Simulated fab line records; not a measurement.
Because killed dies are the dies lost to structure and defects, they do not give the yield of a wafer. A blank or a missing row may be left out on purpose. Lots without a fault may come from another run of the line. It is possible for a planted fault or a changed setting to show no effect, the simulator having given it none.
fab line records	flow nand_harc
record lots=6	wafers=18	last_day=32
route steps=1302 shown A_WL_FILL@959 A_CONTACT@983 END@1302
lots that met no fault: taken from a fault-free run of the same line
start_h: hours from the record's first day to the start of the lot's first wafer shown	wait_h: hours elapsed since this lot's preceding step	" unchanged from the row above	L1.1+2: several wafers, shown together as one row	- no value present, or no start provided	* or withheld: withheld	< > ~ a bound
route shown NAME@n: NAME is a module with steps in the file, n the number in the route of the first one	usual: the fault-free wafers' mean and standard deviation	same: alike in all rows	chamber/n: place in a boat	sites: per-site readings	_std_site: the standard deviation of these	_edge_site: mean of outer sites minus mean of inner sites	radius_mm: for every site, how far away it sits from the centre of the wafer	mask NAME#n: copy n	behind: the most recent tool/chamber to have shaped the wafer	hold: cause of the lot's hold/its duration in hours/its outcome	device: names the non-switching transistor (n, p or np)	end of line: tests run on the same wafers once the route is complete	a step with no rows: only its recipe	killed: dies that structure and defects cost at the first sort, which is not the same as the wafer's yield	map: dies across one wafer; x = killed, . = not, _ = none there
set.NAME: the setting that was run; set.NAME@STEP: the one run at that earlier step	model.NAME: the simulator's own value behind a step, which no gauge read
lots at selected steps of the route; one table per step, one row per wafer
services: the hour from which a tool's chamber was out of use, counted from the record's first day as start_h (under 0 if before that day), plus the number of hours and why
## steps
# step NHARC_A_WL_FILL_STRIP_27
# recipe power_w=1500	temp_c=250	time_s=20	chemistry=N2/H2
# step NHARC_A_WL_FILL_STRIP_28
# recipe time_s=1200	temp_c=72.5	chemistry=post_etch_residue_remover
# step NHARC_A_WL_FILL_PRECLEAN_06
# recipe time_s=300	chemistry=DIW
# step NHARC_A_WL_FILL_SRD_07
# step NHARC_A_WL_FILL_ANNEAL_08
# recipe temp_c=450	time_s=1800
# step NHARC_A_WL_FILL_ALD_10
# recipe target_thk_a=500	pulse_time_s=10	ald_cycles=500	temp_c=300	material=SiO2
# step NHARC_A_WL_FILL_ETCHBACK_16
# recipe target_depth_a=1200	time_s=24	c4f8_flow_sccm=withheld	o2_flow_sccm=8	ar_flow_sccm=withheld	rf_w=600	bias_w=800	chemistry=C4F8/O2/Ar
# usual oes_product_au=0.978/0.028	rf_vpp_V=724/4.4
lot.wafer	tool	chamber	start_h	wait_h	oes_product_au	rf_hours_counter_h	rf_vpp_V
L883.1	rie_diel-06	1	-	-	0.987	1.4	726
L883.5	"	0	"	"	1.009	-	721
L883.6	"	1	"	"	0.990	-	726
L887.3	rie_diel-13	3	-	-	1.010	1.1	716
L887.2	"	1	"	"	1.023	1.1	716
L887.5	"	0	"	"	0.996	-	716
L897.1	rie_diel-13	3	-	-	0.922	4.4	715
L897.4	"	1	"	"	0.933	4.1	715
L897.6	"	2	"	"	0.930	-	729
L896.4	rie_diel-04	0	-	-	0.981	2.1	723
L896.1	"	1	"	"	1.006	2.3	730
L896.6	"	0	"	"	0.971	-	725
L898.3	rie_diel-04	3	-	-	0.984	2.9	723
L898.1	"	1	"	"	1.010	2.9	730
L898.6	"	2	"	"	0.976	-	724
L901.2	rie_diel-04	3	-	-	0.921	3.7	722
L901.6	"	1	"	"	0.933	-	729
L901.5	"	2	"	"	0.928	-	727
# step NHARC_A_WL_FILL_STRIP_29
# recipe time_s=20	o2_flow_sccm=500	ar_flow_sccm=0	bias_w=0	chemistry=O2
# step NHARC_A_WL_FILL_ETCHBACK_17
# recipe target_depth_a=40	time_s=26.7	chemistry=Cl2/BCl3
# step NHARC_A_WL_FILL_PRECLEAN_18
# recipe time_s=30	chemistry=dHF
# step NHARC_A_WL_FILL_SRD_21
# step NHARC_A_WL_FILL_CVD_23
# recipe target_thk_a=400	temp_c=620	pressure_mtorr=200	time_s=800	material=poly-Si
# usual zone_power_lower_pct=8.99/0.19
lot.wafer	tool	chamber	start_h	wait_h	zone_power_lower_pct
L883.1	lpcvd_poly-04	0	526.99	2.4	8.78
L883.5	"	0	"	"	8.86
L883.6	"	0	"	"	8.88
L887.2	lpcvd_poly-02	0	560.34	2.3	9.04
L887.3	"	0	"	"	9.12
L887.5	"	0	"	"	9.00
L896.1	lpcvd_poly-02	0	654.69	2.8	9.04
L896.4	"	0	"	"	8.96
L896.6	"	0	"	"	9.18
L897.1	lpcvd_poly-02	0	654.69	2.9	9.06
L897.4	"	0	"	"	9.06
L897.6	"	0	"	"	9.33
L898.1	lpcvd_poly-04	0	672.62	2.4	8.98
L898.3	"	0	"	"	8.77
L898.6	"	0	"	"	8.98
L901.2	lpcvd_poly-04	0	691.17	2.2	8.76
L901.5	"	0	"	"	8.92
L901.6	"	0	"	"	8.99
# step NHARC_A_WL_FILL_ETCHBACK_26
# recipe target_depth_a=520	time_s=13.3	hbr_flow_sccm=150	rf_w=350	icp_w=350	bias_w=60	chemistry=HBr
# usual drypump_motor_current_A=5.6/0.34	oes_product_au=0.999/0.013	throttle_valve_pct=23.267/0.0081
lot.wafer	tool	chamber	start_h	wait_h	drypump_motor_current_A	oes_product_au	rf_hours_counter_h	throttle_valve_pct
L883.1	rie_si-01	0	529.61	0.4	5.6	0.980	1.1	23.264
L883.6	"	1	"	"	5.6	0.989	-	23.275
L883.5	"	2	"	"	5.6	1.019	-	23.268
L887.2	rie_si-06	3	562.89	0.4	5.2	1.018	0.7	23.264
L887.3	"	1	"	"	6.0	0.997	0.8	23.271
L887.5	"	3	"	"	5.2	1.018	-	23.274
L897.1	rie_si-01	3	657.30	0.4	6.3	0.986	0.7	23.269
L897.4	"	1	"	"	5.6	1.004	-	23.273
L897.6	"	2	"	"	5.6	1.010	-	23.281
L896.1	rie_si-04	2	657.32	0.4	5.7	0.986	0.9	23.279
L896.4	"	0	"	"	5.2	1.020	-	23.268
L896.6	"	1	"	"	5.5	0.996	-	23.277
L898.3	rie_si-04	2	675.22	0.4	5.7	0.992	1.0	23.287
L898.1	"	0	"	"	5.3	1.023	1.1	23.261
L898.6	"	2	"	"	5.7	0.987	-	23.269
L901.2	rie_si-04	0	693.78	0.4	5.2	1.020	1.2	23.276
L901.5	"	2	"	"	5.7	0.984	-	23.267
L901.6	"	3	"	"	5.4	1.004	-	23.263
# step NHARC_A_WL_FILL_PRECLEAN_30
# recipe time_s=10	chemistry=dHF
# step NHARC_A_WL_FILL_SRD_14
# step NHARC_A_WL_FILL_ALD_19
# recipe target_thk_a=20	pulse_time_s=3	ald_cycles=100	temp_c=450	material=TiN
# usual heater_power_w=1121/110	precursor_pulse_height_rel=1.002/0.02
lot.wafer	tool	chamber	start_h	wait_h	heater_power_w	precursor_pulse_height_rel
L883.1	ald_metal-03	0	529.86	0.1	1006	1.035
L883.6	"	3	"	"	1058	1.001
L883.5	"	0	"	"	1009	1.013
L887.3	ald_metal-02	0	563.20	0.1	1069	0.965
L887.2	"	2	"	"	1267	1.032
L887.5	"	2	"	"	1265	0.996
L897.1	ald_metal-03	3	657.59	0.1	989	1.022
L897.4	"	0	"	"	1096	1.010
L897.6	"	1	"	"	1060	0.969
L896.4	ald_metal-01	0	657.64	0.1	1293	0.983
L896.1	"	1	"	"	1028	1.020
L896.6	"	0	"	"	1329	0.980
L898.3	ald_metal-01	0	675.47	0.1	1331	1.002
L898.1	"	2	"	"	1079	0.976
L898.6	"	0	"	"	1362	1.018
L901.2	ald_metal-03	0	694.02	0.1	1094	0.991
L901.6	"	0	"	"	1096	1.013
L901.5	"	1	"	"	1051	0.972
# step NHARC_A_WL_FILL_CVD_20
# recipe target_thk_a=1000	temp_c=400	pressure_torr=40	wf6_flow_sccm=40	h2_flow_sccm=1600	ar_flow_sccm=1560	time_s=74	material=W
# step NHARC_A_WL_FILL_CMP_12
# recipe t_overpolish_s=30	target_thk_nm=100
# step NHARC_A_WL_FILL_SRD_31
# step NHARC_A_CONTACT_DEP_24
# recipe target_thk_a=5000	temp_c=400	pressure_torr=6.5	rf_w=900	teos_flow_sccm=161.4	flow_sccm=2650	target_thk_nm=500	gas=O2	material=SiO2
# step NHARC_A_CONTACT_DEP_28
# recipe target_thk_a=70000	temp_c=400	material=aC
# step NHARC_A_CONTACT_DEP_29
# recipe target_thk_a=1000	target_thk_nm=100	temp_c=400	pressure_torr=3.5	flow_sccm=200	rf_w=350	material=SiON
# usual heater_power_w=768/69
lot.wafer	tool	chamber	start_h	wait_h	heater_power_w
L883.1	pecvd-03	0	537.72	3.6	668
L883.5	"	2	"	"	684
L883.6	"	0	"	"	675
L887.2	pecvd-03	0	571.10	2.8	697
L887.3	"	1	"	"	680
L887.5	"	0	"	"	713
L896.1	pecvd-03	1	665.11	3.5	737
L896.4	"	1	"	"	735
L896.6	"	2	"	"	688
L897.1	pecvd-04	2	665.43	3.6	882
L897.6	"	0	"	"	802
L897.4	"	1	"	"	857
L898.3	pecvd-03	0	682.34	2.1	742
L898.1	"	1	"	"	786
L898.6	"	2	"	"	724
L901.2	pecvd-03	2	700.11	3.1	748
L901.5	"	0	"	"	713
L901.6	"	1	"	"	775
# step NHARC_A_CONTACT_DEHYDRATE_32
# recipe temp_c=150	time_s=120
# step NHARC_A_CONTACT_HMDS_33
# recipe time_s=30
# step NHARC_A_CONTACT_COAT_34
# recipe temp_c=260	time_s=75
# step NHARC_A_CONTACT_COAT_35
# recipe temp_c=225	time_s=65
# step NHARC_A_CONTACT_COAT_36
# recipe spin_rpm=1500	resist_thk_nm=90
# step NHARC_A_CONTACT_SOFTBAKE_37
# recipe temp_c=105	time_s=55
# step NHARC_A_CONTACT_EBR_38
# step NHARC_A_CONTACT_EXPOSE_39
# recipe na=1.35	sigma_outer=0.8	dose_mj=58.79	mask_id=A_CC_3
# step NHARC_A_CONTACT_PEB_40
# recipe peb_temp_c=100	peb_time_s=65
# step NHARC_A_CONTACT_DEVELOP_41
# recipe develop_time_s=35	dev_temp_c=23
# step NHARC_A_CONTACT_CD_MEAS_42
# recipe target_cd_nm=300	landing_energy_ev=500
# usual cd_nm=300.3/0.63
lot.wafer	tool	chamber	start_h	wait_h	cd_nm
L883.1	cd_sem-03	0	538.38	-	300.1
L883.5	"	0	"	"	300.3
L883.6	"	0	"	"	299.4
L887.2	cd_sem-01	0	571.83	-	299.8
L887.3	"	0	"	"	299.7
L887.5	"	0	"	"	299.2
L896.1	cd_sem-02	0	665.71	-	299.7
L896.4	"	0	"	"	300.2
L896.6	"	0	"	"	300.3
L897.1	cd_sem-02	0	666.15	-	301.3
L897.4	"	0	"	"	301.0
L897.6	"	0	"	"	299.7
L898.1	cd_sem-03	0	683.06	-	300.6
L898.3	"	0	"	"	300.7
L898.6	"	0	"	"	300.3
L901.2	cd_sem-02	0	700.83	-	301.0
L901.5	"	0	"	"	300.8
L901.6	"	0	"	"	300.9
# step NHARC_A_CONTACT_OVL_MEAS_43
# usual overlay_x_nm=0.1/0.84	overlay_y_nm=-0.2/0.91
lot.wafer	tool	chamber	start_h	wait_h	overlay_x_nm	overlay_y_nm
L883.1	overlay-01	-	538.47	-	0.4	-0.7
L883.5	"	-	"	"	0.6	-0.3
L883.6	"	-	"	"	-0.1	-0.1
L887.2	overlay-01	-	571.91	-	0.8	-1.3
L887.3	"	-	"	"	0.2	-0.7
L887.5	"	-	"	"	0.1	-1.1
L896.1	overlay-01	-	665.79	-	-0.9	-1.8
L896.4	"	-	"	"	-0.1	-2.2
L896.6	"	-	"	"	-0.6	-1.3
L897.1	overlay-02	-	666.24	-	-1.7	0.0
L897.4	"	-	"	"	-1.7	-0.1
L897.6	"	-	"	"	-1.5	-0.3
L898.1	overlay-01	-	683.15	-	2.5	0.5
L898.3	"	-	"	"	1.8	0.2
L898.6	"	-	"	"	2.1	0.2
L901.2	overlay-02	-	700.92	-	1.0	-1.8
L901.5	"	-	"	"	0.6	-1.4
L901.6	"	-	"	"	0.3	-1.2
# step NHARC_A_CONTACT_DESCUM_47
# recipe time_s=3	o2_flow_sccm=200	ar_flow_sccm=0	bias_power_w=0	chemistry=O2
# usual drypump_motor_current_A=5.6/0.34	oes_product_au=1.001/0.014	rf_vpp_V=57.6/0.85	showerhead_plenum_p_Torr=1.87/0.089	throttle_valve_pct=11.311/0.0084
lot.wafer	tool	chamber	start_h	wait_h	drypump_motor_current_A	oes_product_au	rf_hours_counter_h	rf_vpp_V	showerhead_plenum_p_Torr	throttle_valve_pct
L883.1	rie_diel-12	0	538.57	0.1	5.8	0.995	33	57.7	1.85	11.326
L883.6	"	0	"	"	5.8	0.992	-	56.0	1.85	11.332
L883.5	"	1	"	"	5.6	0.995	-	57.2	1.83	11.323
L887.2	rie_diel-08	0	572.02	0.1	5.8	1.011	7	58.7	2.07	11.315
L887.3	"	2	"	"	5.9	0.992	6	57.1	1.95	11.301
L887.5	"	3	"	"	6.4	1.004	-	58.8	1.98	11.300
L896.1	rie_diel-12	2	665.89	0.1	5.8	1.009	4	56.9	1.94	11.304
L896.4	"	3	"	"	6.0	1.017	15	56.7	1.94	11.299
L896.6	"	2	"	"	5.9	1.003	-	58.4	1.94	11.298
L897.1	rie_diel-03	0	666.35	0.1	5.8	1.015	2	57.6	1.78	11.307
L897.6	"	2	"	"	5.9	0.977	-	57.1	1.81	11.310
L897.4	"	1	"	"	5.1	1.013	-	57.4	1.84	11.301
L898.3	rie_diel-03	0	683.25	0.1	5.8	1.008	4	57.4	1.78	11.316
L898.1	"	2	"	"	5.8	0.959	5	56.9	1.81	11.317
L898.6	"	1	"	"	5.1	1.015	-	57.2	1.84	11.311
L901.2	rie_diel-03	2	701.01	0.1	5.8	0.964	10	55.7	1.81	11.315
L901.5	"	0	"	"	5.8	1.004	-	57.6	1.78	11.294
L901.6	"	1	"	"	5.1	1.016	-	57.8	1.84	11.312
# step NHARC_END_SORT_01
# recipe temp_c=25
# usual killed_at_array=56/17	killed_at_other=1.2/1.4	killed_at_periphery=4/3.2	killed_dies=61/16	killed_open=3.6/2.1	killed_short=2.7/1.8
# same gross_dies=677
lot.wafer	tool	chamber	start_h	wait_h	killed_at_array	killed_at_other	killed_at_periphery	killed_dies	killed_open	killed_short
L896.1	prober-02	0	737.16	2.5	139	2	5	146	5	2
L896.4	prober-02	0	739.57	3.4	138	0	2	140	3	0
L896.6	prober-02	0	741.17	4.0	139	0	5	144	7	5
L897.1	prober-01	0	738.42	2.5	168	0	9	177	4	1
L897.4	prober-01	0	740.83	3.4	155	1	4	160	2	0
L897.6	prober-01	0	742.43	4.0	146	0	5	151	2	1
# killed by level:class
L896.1 A_WL_FILL:unspecified=91 A_CHANNEL_HOLE_D2:chamber_film_flake=26 A_CHANNEL_HOLE_D1:chamber_film_flake=7 A_SLIT:chamber_film_flake=3 A_CONTACT:chamber_film_flake=2 A_BONDPAD:chamber_film_flake=2 THIN_TSV:chamber_film_flake=2 P_GATE:geometric_particle:open=1
L897.1 A_WL_FILL:unspecified=84 A_CHANNEL_HOLE_D1:chamber_film_flake=35 A_SLIT:chamber_film_flake=34 A_STAIRCASE:chamber_film_flake=5 P_ZERO_WELL:chamber_film_flake=3 P_BONDPAD:chamber_film_flake=3 A_CONTACT:chamber_film_flake=3 A_WL_FILL:chamber_film_flake=2
L896.4 A_WL_FILL:unspecified=88 A_CHANNEL_HOLE_D2:chamber_film_flake=21 A_CHANNEL_HOLE_D1:chamber_film_flake=8 A_CONTACT:chamber_film_flake=8 A_SLIT:chamber_film_flake=5 P_STI:chamber_film_flake=2 A_ONON_D1:geometric_particle:open=1 A_CHANNEL_HOLE_D1:geometric_particle:open=1
L897.4 A_WL_FILL:unspecified=92 A_SLIT:chamber_film_flake=32 A_CHANNEL_HOLE_D1:chamber_film_flake=19 A_STAIRCASE:chamber_film_flake=4 P_ZERO_WELL:chamber_film_flake=2 P_BONDPAD:chamber_film_flake=2 A_WL_FILL:chamber_film_flake=2 A_BONDPAD:chamber_film_flake=2
L896.6 A_WL_FILL:unspecified=87 A_CHANNEL_HOLE_D2:chamber_film_flake=22 A_CHANNEL_HOLE_D1:chamber_film_flake=9 A_SLIT:chamber_film_flake=5 P_STI:chamber_film_flake=3 A_CONTACT:chamber_film_flake=3 A_SOURCE_PLATE:geometric_particle:short=2 A_CONTACT:geometric_particle:open=2
L897.6 A_WL_FILL:unspecified=80 A_CHANNEL_HOLE_D1:chamber_film_flake=26 A_SLIT:chamber_film_flake=25 P_BONDPAD:chamber_film_flake=4 A_STAIRCASE:chamber_film_flake=3 A_WL_FILL:chamber_film_flake=3 A_CONTACT:chamber_film_flake=3 A_BONDPAD:chamber_film_flake=2
# map L896.1 (x killed, . not)
____________.____________
_________......._________
_______..........._______
______.............______
_____........x......_____
____.................____
____.................____
___x..x...............___
___.xxxx..............___
__.xxxxxxx.............__
__xxxxxxxx...........x.__
_xxxxxxxxx....x.x......._
_xxxxxxxxx...x..x...x..._
_xxxxxxxxx.............x_
_xxxxxxxxx.............._
_xxxxxxxxx...........x.._
..xxxxxxx...............x
..xxxxxxx...x...........x
x..xxxxxx................
....xxxx.................
.....xx...........x.x....
_.......x........x.x.x.._
_...................x..._
_.................xx.x.._
_................xxxxx.._
_................xxx.x.._
__x..............xx.xx.__
__...............xxx...__
___...............xxx.___
___............xx..x..___
____...............x.____
____..xx.........x...____
_____x.............._____
______..x.....x....______
_______.x........._______
_________......._________
____________.____________
# map L897.1 (x killed, . not)
____________.____________
_________......._________
_______..........._______
______.............______
_____...x..........._____
____.................____
____xx..x............____
___.x.xx............x.___
___.xxxx..............___
__xxxxxx.....x.........__
__xxxxxxxx.............__
_.xxxxxxx.x.xx.........._
_xxxxxxxx.x.x...x......._
_xxxxxxxx..xxxx....x...._
_.xxxxxxx.x.x..x........_
_xxxxxxxx..xxxx........._
..xxxxxxxx.x.xxxx........
.xxxxxxx..xx.xxx..x......
...xxx.xx.x..xx.x.......x
...x.xx.....xx...........
.....x...........x.......
_....x......xx.xx......._
_......................._
_......................._
_.......x......x........_
_x..x.............x....._
__x.............xxxx...__
__...........xxxx.xx...__
___.............x..x.x___
___......x.....xxxxxx.___
____...xx.x....xxxxx.____
____..........xxxx...____
_____...........xx.x_____
______....x..x.x...______
_______..x........_______
_________...x..._________
____________.____________
## services
tool	chamber	start_h	hours	kind
ald_metal-03	2	500.57	18.0	repair
rie_diel-03	3	503.18	1.4	repair
rie_si-04	1	515.08	3.9	repair
ald_metal-01	0	516.18	4.1	repair
rie_si-04	-	519.00	9.0	pm
rie_diel-13	-	519.01	9.0	pm
ald_metal-01	-	526.00	10.0	pm
rie_diel-04	-	531.93	9.0	pm
pecvd-03	-	538.67	1.1	repair
rie_diel-12	1	544.04	2.3	repair
pecvd-03	-	547.19	13.0	pm
ald_metal-03	-	566.22	5.2	repair
rie_diel-04	2	592.24	2.4	repair
rie_diel-03	-	600.39	0.8	repair
rie_si-04	3	622.26	9.2	repair
rie_diel-03	-	635.90	9.0	pm
rie_diel-04	2	636.21	14.9	repair
rie_si-04	3	656.98	11.9	repair
rie_si-04	1	660.98	1.5	repair
rie_diel-03	-	666.95	0.5	repair
rie_diel-04	-	679.39	0.2	repair
rie_diel-04	3	689.95	8.6	repair
rie_si-04	-	696.00	9.0	pm
rie_diel-04	2	696.46	8.6	repair
## key
first_sign step=NHARC_END_SORT_01	reading=killed_dies	direction=up	sigmas=5.6	usual=61	struck=153
effect step=NHARC_END_SORT_01	reading=killed_at_array	direction=up	sigmas=5.6	usual=56	struck=148
more_kills_born_at NHARC_A_WL_FILL_CVD_23@lpcvd_poly-02=522
met_at NHARC_A_WL_FILL_CVD_23
struck_wafers L896.1,L896.4,L896.6,L897.1,L897.4,L897.6
tester_left_out L896,L897
onset_between 560.34 654.69
fault kind=chamber_particle_source	tool=lpcvd_poly-02	chamber=-	onset_h=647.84	steps=NHARC_A_WL_FILL_CVD_23	rate_per_visit_cm2=1.0114	end_h=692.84
# tester_left_out: of these lots the tester's yield and bins aren't shown, on N5 and GAA mostly nor the transistor test; their killed dies are dies lost to structure and defects alone, not to doping, threshold or leakage, so they don't give the yield
